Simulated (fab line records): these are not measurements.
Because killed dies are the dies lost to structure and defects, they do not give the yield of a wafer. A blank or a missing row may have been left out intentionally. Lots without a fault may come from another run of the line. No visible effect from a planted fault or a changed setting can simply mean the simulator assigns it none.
Which tool was responsible? / flow nand_harc / 13 lots, 39 wafers sampled, at 5 steps of a route of 1302

## WHAT EACH GAUGE READ, for each wafer
NHARC_A_BONDPAD_CD_MEAS_09 targets a cd of 500 nm. Usual: 499.7 nm for cd_nm, sd 1.6.
lot=L328; measured=day 23 14:23; on=cd_sem-03; cd_nm (nm)=501.4 500.9 500.4; flag=
lot=L330; measured=day 23 22:28; on=cd_sem-03; cd_nm (nm)=498.8 498.1 499.5; flag=
lot=L333; measured=day 24 19:49; on=cd_sem-03; cd_nm (nm)=499.5 501.9 499.9; flag=
lot=L334; measured=day 25 11:38; on=cd_sem-02; cd_nm (nm)=500.7 501.9 499.8; flag=
lot=L335; measured=day 25 14:17; on=cd_sem-03; cd_nm (nm)=497.1 496.4 496.8; flag=
lot=L336; measured=day 26 23:31; on=cd_sem-02; cd_nm (nm)=499.9 500.3 499.4; flag=
lot=L338; measured=day 27 00:51; on=cd_sem-03; cd_nm (nm)=498.1 496.1 499.2; flag=
lot=L339; measured=day 27 14:30; on=cd_sem-02; cd_nm (nm)=500.5 500.4 500.8; flag=
lot=L340; measured=day 28 10:45; on=cd_sem-02; cd_nm (nm)=500.3 500.2 500.9; flag=
lot=L341; measured=day 28 19:05; on=cd_sem-02; cd_nm (nm)=500.3 501.5 501.4; flag=
lot=L345; measured=day 30 14:43; on=cd_sem-02; cd_nm (nm)=500.0 498.7 499.3; flag=
lot=L347; measured=day 30 18:14; on=cd_sem-03; cd_nm (nm)=499.9 497.3 498.1; flag=
lot=L346; measured=day 30 19:14; on=cd_sem-01; cd_nm (nm)=501.2 499.9 500.2; flag=

NHARC_END_SORT_01. Usual: killed_at_array 55, standard deviation 20; killed_at_other 0.7, standard deviation 0.96; killed_at_periphery 4.1, standard deviation 2.4; killed_dies 60, standard deviation 20; killed_open 3.3, standard deviation 1.9; killed_short 2.8, standard deviation 1.6.
lot=L345; measured=day 31 21:07; on=prober-01; killed_at_array=120 112 142; killed_at_other=0 0 0; killed_at_periphery=7 2 8; killed_dies=127 114 150; killed_open=2 3 7; killed_short=2 0 6; flag=OFF
lot=L346; measured=day 32 04:08; on=prober-01; killed_at_array=143 123 161; killed_at_other=0 0 0; killed_at_periphery=1 0 1; killed_dies=144 123 162; killed_open=2 1 2; killed_short=3 0 4; flag=OFF

## WHICH TOOL RAN EACH LOT (tool, then ch and the chambers of the sampled wafers, then the start)
lot=L328; NHARC_A_CONTACT_ETCH_127=har_cap_etch-02 ch 0,1, day 22 11:31; NHARC_A_BONDPAD_DESCUM_11=rie_diel-04 ch 0,1, day 23 14:36; NHARC_A_BONDPAD_PVD_17=pvd_sputter-03, no start
lot=L330; NHARC_A_CONTACT_ETCH_127=har_cap_etch-02 ch 0,1, day 22 18:52; NHARC_A_BONDPAD_DESCUM_11=rie_diel-13 ch 0,2, day 23 22:41; NHARC_A_BONDPAD_PVD_17=pvd_sputter-02, no start
lot=L333; NHARC_A_CONTACT_ETCH_127=har_cap_etch-02 ch 0,1, day 23 14:03; NHARC_A_BONDPAD_DESCUM_11=rie_diel-10 ch 0,1, day 24 20:01; NHARC_A_BONDPAD_PVD_17=pvd_sputter-01, no start
lot=L334; NHARC_A_CONTACT_ETCH_127=har_cap_etch-02 ch 0,1, day 24 10:29; NHARC_A_BONDPAD_DESCUM_11=rie_diel-13 ch 0,1,2, day 25 11:53; NHARC_A_BONDPAD_PVD_17=pvd_sputter-02, no start
lot=L335; NHARC_A_CONTACT_ETCH_127=har_cap_etch-03 ch 0,1, day 24 13:41; NHARC_A_BONDPAD_DESCUM_11=rie_diel-10 ch 0,2,3, day 25 14:29; NHARC_A_BONDPAD_PVD_17=pvd_sputter-02, no start
lot=L336; NHARC_A_CONTACT_ETCH_127=har_cap_etch-03 ch 1, day 25 21:07; NHARC_A_BONDPAD_DESCUM_11=rie_diel-13 ch 0,1, day 26 23:44; NHARC_A_BONDPAD_PVD_17=pvd_sputter-01, no start
lot=L338; NHARC_A_CONTACT_ETCH_127=har_cap_etch-02 ch 0,1, day 26 00:24; NHARC_A_BONDPAD_DESCUM_11=rie_diel-04 ch 0,2,3, day 27 01:05; NHARC_A_BONDPAD_PVD_17=pvd_sputter-03, no start
lot=L339; NHARC_A_CONTACT_ETCH_127=har_cap_etch-03 ch 0,1, day 26 10:06; NHARC_A_BONDPAD_DESCUM_11=rie_diel-10 ch 0,1, day 27 14:43; NHARC_A_BONDPAD_PVD_17=pvd_sputter-03, no start
lot=L340; NHARC_A_CONTACT_ETCH_127=har_cap_etch-02 ch 0,1, day 27 08:31; NHARC_A_BONDPAD_DESCUM_11=rie_diel-04 ch 0,3, day 28 10:58; NHARC_A_BONDPAD_PVD_17=pvd_sputter-03, no start
lot=L341; NHARC_A_CONTACT_ETCH_127=har_cap_etch-03 ch 0,1, day 27 16:14; NHARC_A_BONDPAD_DESCUM_11=rie_diel-10 ch 1,2,3, day 28 19:19; NHARC_A_BONDPAD_PVD_17=pvd_sputter-03, no start
lot=L345; NHARC_A_CONTACT_ETCH_127=har_cap_etch-03 ch 0, day 29 10:46; NHARC_A_BONDPAD_DESCUM_11=rie_diel-13 ch 0,3, day 30 14:55; NHARC_A_BONDPAD_PVD_17=pvd_sputter-01, day 31 21:07 or earlier
lot=L347; NHARC_A_CONTACT_ETCH_127=har_cap_etch-02 ch 0, day 29 12:41; NHARC_A_BONDPAD_DESCUM_11=rie_diel-10 ch 1,2,3, day 30 18:27; NHARC_A_BONDPAD_PVD_17=pvd_sputter-01, no start
lot=L346; NHARC_A_CONTACT_ETCH_127=har_cap_etch-03 ch 0,1, day 29 14:03; NHARC_A_BONDPAD_DESCUM_11=rie_diel-10 ch 0,3, day 30 19:27; NHARC_A_BONDPAD_PVD_17=pvd_sputter-01, day 32 04:08 or earlier
- NHARC_A_CONTACT_ETCH_127: etches the open film in C4F8/O2/Ar, time 197 s, target depth 1918 nm.
- NHARC_A_BONDPAD_DESCUM_11: chemistry O2, time 3 s.
- NHARC_A_BONDPAD_PVD_17: deposits TaN, target thk 5 nm, time 8.06 s.

## WHAT THE TOOLS THEMSELVES READ (means of the sampled wafers that have a number; where no wafer has one, the mark that the record gives instead)
NHARC_A_BONDPAD_DESCUM_11. Usual: drypump_motor_current_A 5.7 A, standard deviation 0.43; oes_product_au 0.998 a.u., standard deviation 0.0082; rf_vpp_V 57.7 V, standard deviation 0.92; showerhead_plenum_p_Torr 1.91 Torr, standard deviation 0.092; throttle_valve_pct 11.312 %, standard deviation 0.0085.
lot=L328; tool=rie_diel-04; drypump_motor_current_A (A)=5.4; oes_product_au (a.u.)=0.995; rf_vpp_V (V)=57.2; showerhead_plenum_p_Torr (Torr)=1.84; throttle_valve_pct (%)=11.306; flag=
lot=L330; tool=rie_diel-13; drypump_motor_current_A (A)=5.9; oes_product_au (a.u.)=1.000; rf_vpp_V (V)=57.9; showerhead_plenum_p_Torr (Torr)=1.83; throttle_valve_pct (%)=11.315; flag=
lot=L333; tool=rie_diel-10; drypump_motor_current_A (A)=5.8; oes_product_au (a.u.)=1.004; rf_vpp_V (V)=58.3; showerhead_plenum_p_Torr (Torr)=2.05; throttle_valve_pct (%)=11.306; flag=
lot=L334; tool=rie_diel-13; drypump_motor_current_A (A)=5.6; oes_product_au (a.u.)=0.997; rf_vpp_V (V)=56.9; showerhead_plenum_p_Torr (Torr)=1.84; throttle_valve_pct (%)=11.315; flag=
lot=L335; tool=rie_diel-10; drypump_motor_current_A (A)=5.9; oes_product_au (a.u.)=1.000; rf_vpp_V (V)=57.2; showerhead_plenum_p_Torr (Torr)=1.90; throttle_valve_pct (%)=11.310; flag=
lot=L336; tool=rie_diel-13; drypump_motor_current_A (A)=5.9; oes_product_au (a.u.)=1.000; rf_vpp_V (V)=58.1; showerhead_plenum_p_Torr (Torr)=1.85; throttle_valve_pct (%)=11.314; flag=
lot=L338; tool=rie_diel-04; drypump_motor_current_A (A)=5.6; oes_product_au (a.u.)=1.006; rf_vpp_V (V)=57.8; showerhead_plenum_p_Torr (Torr)=1.88; throttle_valve_pct (%)=11.305; flag=
lot=L339; tool=rie_diel-10; drypump_motor_current_A (A)=5.8; oes_product_au (a.u.)=0.998; rf_vpp_V (V)=58.3; showerhead_plenum_p_Torr (Torr)=2.04; throttle_valve_pct (%)=11.310; flag=
lot=L340; tool=rie_diel-04; drypump_motor_current_A (A)=5.6; oes_product_au (a.u.)=1.001; rf_vpp_V (V)=58.0; showerhead_plenum_p_Torr (Torr)=1.88; throttle_valve_pct (%)=11.318; flag=
lot=L341; tool=rie_diel-10; drypump_motor_current_A (A)=5.9; oes_product_au (a.u.)=0.999; rf_vpp_V (V)=57.2; showerhead_plenum_p_Torr (Torr)=1.92; throttle_valve_pct (%)=11.311; flag=
lot=L345; tool=rie_diel-13; drypump_motor_current_A (A)=6.1; oes_product_au (a.u.)=1.004; rf_vpp_V (V)=57.7; showerhead_plenum_p_Torr (Torr)=1.90; throttle_valve_pct (%)=11.315; flag=
lot=L347; tool=rie_diel-10; drypump_motor_current_A (A)=6.0; oes_product_au (a.u.)=0.999; rf_vpp_V (V)=57.9; showerhead_plenum_p_Torr (Torr)=1.92; throttle_valve_pct (%)=11.305; flag=
lot=L346; tool=rie_diel-10; drypump_motor_current_A (A)=5.9; oes_product_au (a.u.)=1.002; rf_vpp_V (V)=57.6; showerhead_plenum_p_Torr (Torr)=1.95; throttle_valve_pct (%)=11.311; flag=

NHARC_A_BONDPAD_PVD_17. Usual: 30.1 % for throttle_valve_pct, sd 1.
lot=L328; tool=pvd_sputter-03; throttle_valve_pct (%)=29.1; flag=
lot=L330; tool=pvd_sputter-02; throttle_valve_pct (%)=30.6; flag=
lot=L333; tool=pvd_sputter-01; throttle_valve_pct (%)=29.9; flag=
lot=L334; tool=pvd_sputter-02; throttle_valve_pct (%)=30.5; flag=
lot=L335; tool=pvd_sputter-02; throttle_valve_pct (%)=30.7; flag=
lot=L336; tool=pvd_sputter-01; throttle_valve_pct (%)=30.8; flag=
lot=L338; tool=pvd_sputter-03; throttle_valve_pct (%)=29.1; flag=
lot=L339; tool=pvd_sputter-03; throttle_valve_pct (%)=29.8; flag=
lot=L340; tool=pvd_sputter-03; throttle_valve_pct (%)=29.9; flag=
lot=L341; tool=pvd_sputter-03; throttle_valve_pct (%)=29.1; flag=
lot=L345; tool=pvd_sputter-01; throttle_valve_pct (%)=30.8; flag=
lot=L347; tool=pvd_sputter-01; throttle_valve_pct (%)=30.4; flag=
lot=L346; tool=pvd_sputter-01; throttle_valve_pct (%)=30.4; flag=

## THE ANSWER, worked out from the rows above alone
Rule: a lot is off if the mean of its wafers that have a number lies more than 3 standard deviations from the usual mean. Also off: a lot with no number at a reading for which 4 or more lots have one. Any other lot the step has rows for is counted as sound. After the gauges, taken in route order, come the tools' own readings; for these a lot's mean is taken, as printed above. The first step at which some lot is off is used, and at that step the reading that is off furthest; a lot without a number counts as furthest.
Off at NHARC_END_SORT_01 (killed_at_array): L345, L346. Neither off nor sound, because the step has no rows for them: L328, L330, L333, L334, L335, L336, L338, L339, L340, L341, L347.
If a tool, at a process step before that reading, ran all the lots that are off and no sound lot after the first of them, it fits. Those tools and the gauges at NHARC_END_SORT_01 are tried in the same way. With no start given for some of its lots, NHARC_A_BONDPAD_PVD_17 uses the hours and lot order of NHARC_END_SORT_01. Can't be told from this: 3 tools fit, har_cap_etch-03 at NHARC_A_CONTACT_ETCH_127, pvd_sputter-01 at NHARC_A_BONDPAD_PVD_17, prober-01 at NHARC_END_SORT_01.

## WHAT WAS PUT IN BY THE SIMULATOR
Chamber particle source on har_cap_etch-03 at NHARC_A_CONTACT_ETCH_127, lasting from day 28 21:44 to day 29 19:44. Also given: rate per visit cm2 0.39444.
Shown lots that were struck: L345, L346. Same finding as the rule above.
